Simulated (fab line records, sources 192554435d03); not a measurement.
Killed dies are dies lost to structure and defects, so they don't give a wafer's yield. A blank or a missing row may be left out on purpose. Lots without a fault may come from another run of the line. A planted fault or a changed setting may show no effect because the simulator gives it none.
Which tool did it? | flow n5_finfet | 24 lots, 72 wafers sampled, at 4 steps of a route of 1938

WHAT THE GAUGES READ, wafer by wafer
N5_BEOL_M4_THK_MEAS_53: measures by xrf. Usual: M4_THK 40.1 nm, standard deviation 1.6.
lot  | measured     | on            | M4_THK (nm)    | flag
L074 | day 8 11:08  | film_metro-01 | 40.4 38.0 39.2 |
L075 | day 8 14:22  | film_metro-02 | 40.7 39.4 39.0 |
L076 | day 9 07:55  | film_metro-01 | 37.5 39.8 39.1 |
L078 | day 9 08:08  | film_metro-01 | 37.6 41.4 40.3 |
L077 | day 9 13:20  | film_metro-01 | 38.7 38.6 40.1 |
L079 | day 9 13:21  | film_metro-01 | 39.6 38.2 38.3 |
L080 | day 9 17:52  | film_metro-01 | 43.0 38.0 40.1 |
L081 | day 9 21:20  | film_metro-01 | 40.9 39.0 38.7 |
L083 | day 10 13:16 | film_metro-02 | 41.2 39.8 41.6 |
L082 | day 10 15:44 | film_metro-01 | 42.9 41.6 43.7 |
L085 | day 10 17:55 | film_metro-01 | 40.6 39.2 40.3 |
L084 | day 10 18:26 | film_metro-02 | 39.8 38.3 41.3 |
L086 | day 11 13:48 | film_metro-01 | 39.2 38.4 39.5 |
L087 | day 11 16:53 | film_metro-02 | 38.9 43.2 39.2 |
L088 | day 12 01:00 | film_metro-01 | 39.3 38.5 41.1 |
L090 | day 12 09:25 | film_metro-01 | 39.9 40.6 41.5 |
L089 | day 12 12:39 | film_metro-01 | 39.2 42.7 38.9 |
L092 | day 12 16:13 | film_metro-01 | 40.8 42.5 42.4 |
L091 | day 12 18:05 | film_metro-01 | 38.5 41.0 40.0 |
L093 | day 12 21:00 | film_metro-02 | 41.5 39.9 38.9 |
L094 | day 12 23:47 | film_metro-02 | 38.2 37.6 38.1 |
L095 | day 13 20:59 | film_metro-01 | 39.8 41.6 41.5 |
L096 | day 13 21:17 | film_metro-02 | 41.9 41.6 40.7 |
L097 | day 14 00:08 | film_metro-01 | 40.3 42.1 40.2 |

N5_BEOL_M5_CD_MEAS_11: target cd 27.74 nm. Usual: cd_nm 28.03 nm, standard deviation 0.29.
lot  | measured     | on        | cd_nm (nm)        | flag
L074 | day 8 14:41  | cd_sem-03 | 28.26 28.11 28.21 |
L075 | day 8 18:47  | cd_sem-01 | 28.76 28.54 28.44 |
L076 | day 9 12:22  | cd_sem-02 | 28.37 28.00 28.44 |
L078 | day 9 12:29  | cd_sem-03 | 28.12 27.96 27.96 |
L077 | day 9 18:02  | cd_sem-01 | 27.86 28.36 27.85 |
L079 | day 9 18:04  | cd_sem-02 | 28.03 28.00 28.03 |
L080 | day 9 20:46  | cd_sem-01 | 28.02 28.28 28.30 |
L081 | day 10 01:55 | cd_sem-01 | 27.78 28.33 27.77 |
L083 | day 10 17:46 | cd_sem-02 | 27.77 28.39 27.83 |
L082 | day 10 18:31 | cd_sem-01 | 27.69 28.09 28.21 |
L085 | day 10 21:41 | cd_sem-03 | 28.71 28.29 28.25 |
L084 | day 10 21:55 | cd_sem-03 | 27.50 27.73 27.77 |
L086 | day 11 18:38 | cd_sem-02 | 27.52 27.94 28.03 |
L087 | day 11 19:31 | cd_sem-03 | 27.73 27.78 28.07 |
L088 | day 12 04:09 | cd_sem-02 | 27.97 27.78 28.31 |
L090 | day 12 13:02 | cd_sem-01 | 28.32 27.80 28.28 |
L089 | day 12 16:29 | cd_sem-03 | 28.16 28.10 28.30 |
L092 | day 12 21:20 | cd_sem-01 | 28.10 28.08 27.71 |
L091 | day 12 22:43 | cd_sem-03 | 28.01 28.42 27.86 |
L093 | day 13 00:04 | cd_sem-02 | 27.52 27.64 27.81 |
L094 | day 13 03:26 | cd_sem-02 | 28.63 28.70 28.06 |
L095 | day 14 00:13 | cd_sem-01 | 28.16 27.84 28.54 |
L096 | day 14 00:01 | cd_sem-02 | 28.05 27.60 28.05 |
L097 | day 14 03:11 | cd_sem-01 | 28.11 28.04 28.73 |

N5_BEOL_M5_CD_MEAS_28: target cd 30.6 nm, target cd y 20 nm. Usual: cd_nm 30.6 nm, standard deviation 0.3.
lot  | measured     | on        | cd_nm (nm)     | flag
L074 | day 8 17:43  | cd_sem-01 | 30.1 30.3 30.7 |
L075 | day 8 21:18  | cd_sem-02 | 30.0 30.2 30.5 |
L076 | day 9 14:02  | cd_sem-03 | 30.4 30.8 30.4 |
L078 | day 9 13:51  | cd_sem-02 | 30.8 30.3 31.0 |
L077 | day 9 20:04  | cd_sem-01 | 30.9 30.5 30.7 |
L079 | day 9 20:01  | cd_sem-01 | 30.4 30.1 30.4 |
L080 | day 10 02:43 | cd_sem-03 | 30.3 30.5 30.5 |
L081 | day 10 02:53 | cd_sem-01 | 30.4 30.2 30.6 |
L083 | day 10 20:21 | cd_sem-03 | 31.0 30.5 30.6 |
L082 | day 10 20:31 | cd_sem-03 | 30.7 30.7 30.6 |
L085 | day 11 02:47 | cd_sem-02 | 30.6 30.9 30.9 |
L084 | day 11 02:50 | cd_sem-03 | 29.8 30.2 29.9 |
L086 | day 11 21:15 | cd_sem-03 | 31.4 30.4 30.9 |
L087 | day 11 21:04 | cd_sem-03 | 31.0 30.7 31.2 |
L088 | day 12 05:23 | cd_sem-02 | 30.8 30.5 30.4 |
L090 | day 12 15:22 | cd_sem-03 | 30.7 30.5 30.9 |
L089 | day 12 21:26 | cd_sem-03 | 30.5 30.9 30.9 |
L092 | day 12 22:28 | cd_sem-03 | 31.0 30.7 30.9 |
L091 | day 13 01:49 | cd_sem-01 | 30.7 30.7 30.5 |
L093 | day 13 01:38 | cd_sem-01 | 30.4 30.5 30.8 |
L094 | day 13 05:46 | cd_sem-02 | 30.3 31.1 30.5 |
L095 | day 14 01:10 | cd_sem-02 | 30.6 30.6 30.9 |
L096 | day 14 01:04 | cd_sem-02 | 30.9 30.9 30.8 |
L097 | day 14 06:17 | cd_sem-03 | 30.7 30.9 30.4 |

WHICH TOOL RAN EACH LOT (tool, then ch and the chambers of the sampled wafers, then the start)
lot  | N5_BEOL_M4_SPUTTER_94
L074 | pvd_sputter-01, day 8 09:51
L075 | pvd_sputter-03, day 8 13:18
L076 | pvd_sputter-02, day 9 06:53
L078 | pvd_sputter-01, day 9 07:05
L077 | pvd_sputter-01, day 9 11:18
L079 | pvd_sputter-03, day 9 11:53
L080 | pvd_sputter-03, day 9 16:52
L081 | pvd_sputter-03, day 9 20:19
L083 | pvd_sputter-02, day 10 12:16
L082 | pvd_sputter-02, day 10 14:06
L085 | pvd_sputter-01, day 10 16:54
L084 | pvd_sputter-03, day 10 17:25
L086 | pvd_sputter-03, day 11 12:48
L087 | pvd_sputter-02, day 11 15:37
L088 | pvd_sputter-03, day 12 00:00
L090 | pvd_sputter-02, day 12 08:24
L089 | pvd_sputter-01, day 12 11:38
L092 | pvd_sputter-03, day 12 15:12
L091 | pvd_sputter-03, day 12 17:02
L093 | pvd_sputter-02, day 12 19:59
L094 | pvd_sputter-01, day 12 22:46
L095 | pvd_sputter-03, day 13 19:59
L096 | pvd_sputter-01, day 13 20:11
L097 | pvd_sputter-01, day 13 23:07
- N5_BEOL_M4_SPUTTER_94: material Cu, target thk 4.5 nm, time 8.29 s.

WHAT THE TOOLS THEMSELVES READ (means of the sampled wafers that have a number; where no wafer has one, the mark that the record gives instead)
N5_BEOL_M4_SPUTTER_94. Usual: chuck_gas_flow_sccm 1.26 sccm, standard deviation 0.052; throttle_valve_pct 30.0 %, standard deviation 0.78.
lot  | tool           | chuck_gas_flow_sccm (sccm) | throttle_valve_pct (%) | flag
L074 | pvd_sputter-01 | 1.30                       | 29.4                   |
L075 | pvd_sputter-03 | 1.29                       | 30.1                   |
L076 | pvd_sputter-02 | 1.30                       | 29.3                   |
L078 | pvd_sputter-01 | 1.23                       | 29.9                   |
L077 | pvd_sputter-01 | 1.25                       | 30.7                   |
L079 | pvd_sputter-03 | 1.24                       | 29.9                   |
L080 | pvd_sputter-03 | 1.26                       | 30.4                   |
L081 | pvd_sputter-03 | 1.24                       | 30.4                   |
L083 | pvd_sputter-02 | 1.28                       | 29.2                   |
L082 | pvd_sputter-02 | 1.33                       | 29.9                   |
L085 | pvd_sputter-01 | 1.30                       | 30.3                   |
L084 | pvd_sputter-03 | 1.26                       | 30.1                   |
L086 | pvd_sputter-03 | 1.18                       | 30.0                   |
L087 | pvd_sputter-02 | 1.30                       | 29.2                   |
L088 | pvd_sputter-03 | 1.27                       | 30.2                   |
L090 | pvd_sputter-02 | 1.24                       | 29.5                   |
L089 | pvd_sputter-01 | 1.25                       | 30.9                   |
L092 | pvd_sputter-03 | 1.25                       | 30.0                   |
L091 | pvd_sputter-03 | 1.27                       | 29.7                   |
L093 | pvd_sputter-02 | 1.26                       | 29.5                   |
L094 | pvd_sputter-01 | 1.27                       | 30.5                   |
L095 | pvd_sputter-03 | 1.22                       | 30.0                   |
L096 | pvd_sputter-01 | 1.25                       | 29.6                   |
L097 | pvd_sputter-01 | 1.23                       | 29.9                   |

THE ANSWER, worked out from the rows above alone
Rule: a lot is off if the mean of its wafers that have a number lies more than 3 standard deviations from the usual mean. A lot without any number at a reading at which 4 lots or more have one is off too. The other lots that the step has rows for count as sound. The gauges are gone through in route order, then the tools' own readings, and for those a lot's mean is taken as printed above. The first step at which some lot is off is used, and at that step the reading that is off furthest; a lot without a number counts as furthest.
No lot is off at any reading shown: from this, nothing can be told.

WHAT THE SIMULATOR HAD PUT IN
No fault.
